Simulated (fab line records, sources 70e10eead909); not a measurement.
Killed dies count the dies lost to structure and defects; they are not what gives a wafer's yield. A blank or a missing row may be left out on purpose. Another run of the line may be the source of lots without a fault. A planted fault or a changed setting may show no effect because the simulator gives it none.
A struck lot beside a sound one	flow nand_harc	40 out of 1302 route steps
Sound: wafers L518.3, L518.5, L518.6. Struck: wafer L527.1 (left out: L527.4, L527.5 of the same lot, which were not struck); the cause appears at the end.
For every step that has rows: the tool of each side, followed by ch and its chambers, followed by its first start. Under that, the readings that differ: sound wafers	struck wafers	difference of the means	sigmas: that difference in standard deviations of wafers without a fault.
alike: readings whose means differ by less than 2 such deviations, and words and numbers that are the same on both sides. not compared: withheld readings, readings that some wafer has no value for, bounds like >300 that may hide the same value, and numbers for which the record gives no deviation and whose values overlap.
The two part at a step that has a row with sigmas, a row that says differs or no value, or rows on one side only. Numbers that don't overlap but have no deviation are shown without sigmas and don't part them. A reading that every wafer of one side lacks parts them only if that side has two wafers or more.

first, 8 steps without rows for these wafers: NHARC_A_STAIRCASE_SOFTBAKE_212 (time 170 s); NHARC_A_STAIRCASE_EBR_213; NHARC_A_STAIRCASE_EXPOSE_214 (exposes mask STAIR 3); NHARC_A_STAIRCASE_PEB_215 (peb time 130 s); NHARC_A_STAIRCASE_DEVELOP_216 (time 140 s); NHARC_A_STAIRCASE_HARDBAKE_218 (time 140 s); NHARC_A_STAIRCASE_DESCUM_219 (chemistry O2, time 3 s); NHARC_A_STAIRCASE_TRIM_220 (chemistry O2, time 211.2 s).
NHARC_A_STAIRCASE_ETCH_221: etches the open film in C4F8/O2, target depth 100 nm, time 40.5 s.
  sound on rie_diel-05 ch 1,2,3; struck on rie_diel-05 ch 1
  alike: bias_w, chamber_pressure_mTorr, oes_product_au, rf_vpp_V
  not compared: rf_hours_counter_h
NHARC_A_STAIRCASE_TRIM_222: chemistry O2, time 211.2 s.
  sound on rie_diel-05 ch 1,2; struck on rie_diel-05 ch 0
  alike: chamber_pressure_mTorr, drypump_motor_current_A, oes_product_au, rf_vpp_V, showerhead_plenum_p_Torr, throttle_valve_pct
  not compared: rf_hours_counter_h
then, 1 step without rows for these wafers: NHARC_A_STAIRCASE_ETCH_223 (etches the open film in C4F8/O2, target depth 100 nm, time 40.5 s).
NHARC_A_STAIRCASE_TRIM_224: chemistry O2, time 211.2 s.
  sound on rie_diel-05 ch 1,2,3, day 19 16:06; struck on rie_diel-05 ch 2, day 23 06:13
  alike: chamber_pressure_mTorr, drypump_motor_current_A, oes_product_au, rf_vpp_V, showerhead_plenum_p_Torr, throttle_valve_pct
  not compared: rf_hours_counter_h
then, 6 steps without rows for these wafers: NHARC_A_STAIRCASE_ETCH_225 (etches the open film in C4F8/O2, target depth 100 nm, time 40.5 s); NHARC_A_STAIRCASE_TRIM_226 (chemistry O2, time 211.2 s); NHARC_A_STAIRCASE_ETCH_227 (etches the open film in C4F8/O2, target depth 100 nm, time 40.5 s); NHARC_A_STAIRCASE_TRIM_229 (chemistry O2, time 211.2 s); NHARC_A_STAIRCASE_ETCH_230 (etches the open film in C4F8/O2, target depth 100 nm, time 40.5 s); NHARC_A_STAIRCASE_TRIM_231 (chemistry O2, time 211.2 s).
NHARC_A_STAIRCASE_ETCH_232: etches the open film in C4F8/O2, target depth 100 nm, time 40.5 s.
  sound on rie_diel-05 ch 1,2,3; struck on rie_diel-05 ch 0
reading	sound	struck	difference	sigmas
bias_w (W)	993.3 1002.9 1002.1	1007.2	+7.8	+3
chamber_pressure_mTorr (mTorr)	24.993 24.967 25.006	25.045	+0.056	+2
  alike: oes_product_au, rf_vpp_V
  not compared: rf_hours_counter_h
then, 1 step without rows for these wafers: NHARC_A_STAIRCASE_TRIM_233 (chemistry O2, time 211.2 s).
NHARC_A_STAIRCASE_ETCH_234: etches the open film in C4F8/O2, target depth 100 nm, time 40.5 s.
  sound on rie_diel-05 ch 0,2,3; struck on rie_diel-05 ch 3
  alike: bias_w, chamber_pressure_mTorr, oes_product_au, rf_vpp_V
  not compared: rf_hours_counter_h
then, 15 steps without rows for these wafers: NHARC_A_STAIRCASE_TRIM_235 (chemistry O2, time 211.2 s); NHARC_A_STAIRCASE_ETCH_236 (etches the open film in C4F8/O2, target depth 100 nm, time 40.5 s); NHARC_A_STAIRCASE_STRIP_238 (strips in O2); NHARC_A_STAIRCASE_STRIP_239 (strips in SPM, time 900 s); NHARC_A_STAIRCASE_PRECLEAN_240 (cleans in SC1); NHARC_A_STAIRCASE_SRD_241; NHARC_A_STAIRCASE_DEHYDRATE_242 (time 120 s); NHARC_A_STAIRCASE_HMDS_243 (time 30 s); NHARC_A_STAIRCASE_COAT_244; NHARC_A_STAIRCASE_SOFTBAKE_245 (time 170 s); NHARC_A_STAIRCASE_EBR_246; NHARC_A_STAIRCASE_EXPOSE_247 (exposes mask SDS 1); NHARC_A_STAIRCASE_PEB_248 (peb time 130 s); NHARC_A_STAIRCASE_DEVELOP_249 (time 140 s); NHARC_A_STAIRCASE_HARDBAKE_251 (time 140 s).
NHARC_A_STAIRCASE_DESCUM_252: chemistry O2, time 3 s.
  sound on rie_diel-08 ch 2,3, day 19 19:19; struck on rie_diel-09 ch 2, day 23 10:43
  alike: chamber_pressure_mTorr, drypump_motor_current_A, oes_product_au, rf_vpp_V, showerhead_plenum_p_Torr, throttle_valve_pct
  not compared: rf_hours_counter_h
then, 1 step without rows for these wafers: NHARC_A_STAIRCASE_ETCH_253 (etches the open film in C4F8/O2, target depth 50 nm, time 20.2 s).
-- record jumps: 3 days separate the struck wafers' starts on either side; left off in module A_STAIRCASE, taken up again in module A_SGD_CUT, whose first shown step is the route's number 890 --
NHARC_A_SGD_CUT_DEP_00: deposits SiNx, target thk 50 nm.
  sound on pecvd-04 ch 0,1,2, day 22 13:58; struck on pecvd-03 ch 2, day 26 15:36
reading	sound	struck	difference	sigmas
hold	- - -	await_dispo/1.6h/release	no value on the sound wafers	
  alike: heater_power_w
-- the record jumps here: 5 days lie between the struck wafers' starts before and after (it left off in module A_SGD_CUT and takes up again in module END, whose first step shown is number 1302 of the route) --
NHARC_END_SORT_01:
  the record has rows for the struck wafers here (prober-02 ch 0, day 32 03:13) and none for the sound ones

## WHERE THEY PART
Last at NHARC_END_SORT_01 as far as this record goes, first at NHARC_A_STAIRCASE_ETCH_232.

WHY: whatever the simulator had introduced
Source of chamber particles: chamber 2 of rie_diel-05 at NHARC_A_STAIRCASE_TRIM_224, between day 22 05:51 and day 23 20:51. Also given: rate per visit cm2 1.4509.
